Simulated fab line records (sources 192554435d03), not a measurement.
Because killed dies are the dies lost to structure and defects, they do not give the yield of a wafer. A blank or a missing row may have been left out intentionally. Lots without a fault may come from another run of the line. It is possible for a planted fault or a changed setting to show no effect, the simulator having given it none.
Chamber matching || flow n5 finfet || N5_DUMMY_GATE_ETCH_31 on rie diel-05: 4 sister chambers
The step etches SiO2 in C4F6/O2, target depth 82.5 nm, time 27.5 s. 4 wafers are shown with their chamber, then 7 later ones without.

WAFERS, EACH WITH ITS CHAMBER
{"wafer": "L080.4", "chamber": 0, "drypump motor current A (A)": 4.7}
{"wafer": "L085.6", "chamber": 3, "drypump motor current A (A)": 5.0}
{"wafer": "L092.1", "chamber": 2, "drypump motor current A (A)": 5.5}
{"wafer": "L092.3", "chamber": 1, "drypump motor current A (A)": 5.9}

WAFERS WITH NO CHAMBER GIVEN
{"wafer": "L092.6", "drypump motor current A (A)": 4.7}
{"wafer": "L093.3", "drypump motor current A (A)": 4.9}
{"wafer": "L093.5", "drypump motor current A (A)": 5.0}
{"wafer": "L093.6", "drypump motor current A (A)": 5.5}
{"wafer": "L096.1", "drypump motor current A (A)": 4.9}
{"wafer": "L096.2", "drypump motor current A (A)": 4.7}
{"wafer": "L096.4", "drypump motor current A (A)": 5.9}

WHICH CHAMBER EACH ONE RAN IN
{"wafer": "L092.6", "from the rows above": 0, "in truth": 0}
{"wafer": "L093.3", "from the rows above": "can't be placed: 3 or 0", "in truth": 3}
{"wafer": "L093.5", "from the rows above": 3, "in truth": 3}
{"wafer": "L093.6", "from the rows above": 2, "in truth": 2}
{"wafer": "L096.1", "from the rows above": "can't be placed: 3 or 0", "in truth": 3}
{"wafer": "L096.2", "from the rows above": 0, "in truth": 0}
{"wafer": "L096.4", "from the rows above": 1, "in truth": 1}
Placed correctly: 5 of 7. Can't be placed from these rows: 2 (the true chamber is among the candidates in 2). Number placed wrongly: 0.
How it was worked out, from the rows above alone: a wafer's distance from a chamber is the root of the sum, over the readings, of the square of ((its reading less the chamber's mean) divided by the reading's scatter). If the next closest chamber is less than 2 further off than the closest, the wafer can't be placed; otherwise it belongs to the closest. Each chamber's mean is taken over the wafers shown for it. The scatter: with one shown wafer a chamber, the root of the mean of the squares of how far each hidden wafer lies from its nearest shown one.
